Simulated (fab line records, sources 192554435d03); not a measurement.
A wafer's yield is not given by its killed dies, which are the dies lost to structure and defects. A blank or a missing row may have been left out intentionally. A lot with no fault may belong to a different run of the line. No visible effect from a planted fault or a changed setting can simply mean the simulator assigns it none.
Chamber matching    flow n5_finfet    N5_BEOL_M3_DEP_57 on pecvd-02 has 3 sister chambers
The step deposits SiCN from 3MS/NH3, target thk 8 nm, time 14 s. 3 wafers are shown with their chamber, then 10 later ones without.

WAFERS WITH THEIR CHAMBER
wafer   chamber  throttle_valve_pct (%)
L086.5  0        9.6
L087.1  1        9.0
L087.2  2        8.4

WAFERS MISSING THEIR CHAMBER
wafer   throttle_valve_pct (%)
L087.5  9.3
L090.4  9.2
L090.5  8.3
L090.6  9.6
L094.1  9.5
L094.2  8.2
L094.6  9.3
L097.1  9.9
L097.2  9.2
L097.4  9.8

WHICH CHAMBER EACH ONE RAN IN
wafer   from the rows above      in truth
L087.5  can't be placed: 0 or 1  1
L090.4  can't be placed: 1 or 0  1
L090.5  2                        2
L090.6  0                        0
L094.1  can't be placed: 0 or 1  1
L094.2  2                        2
L094.6  can't be placed: 0 or 1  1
L097.1  0                        0
L097.2  can't be placed: 1 or 0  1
L097.4  0                        0
Correctly placed: 5 of 10. Not placeable from these rows: 5 (in 5, the candidates include the true chamber). Number placed wrongly: 0.
How it was worked out, from the rows above alone: a wafer's distance from a chamber is the root of the sum, over the readings, of the square of ((its reading less the chamber's mean) divided by the reading's scatter). If the next closest chamber is less than 2 further off than the closest, the wafer can't be placed; otherwise it belongs to the closest. The mean given for a chamber averages the wafers shown for that chamber. The scatter: root of mean squared gap, hidden wafer to nearest shown wafer, with one shown wafer a chamber.
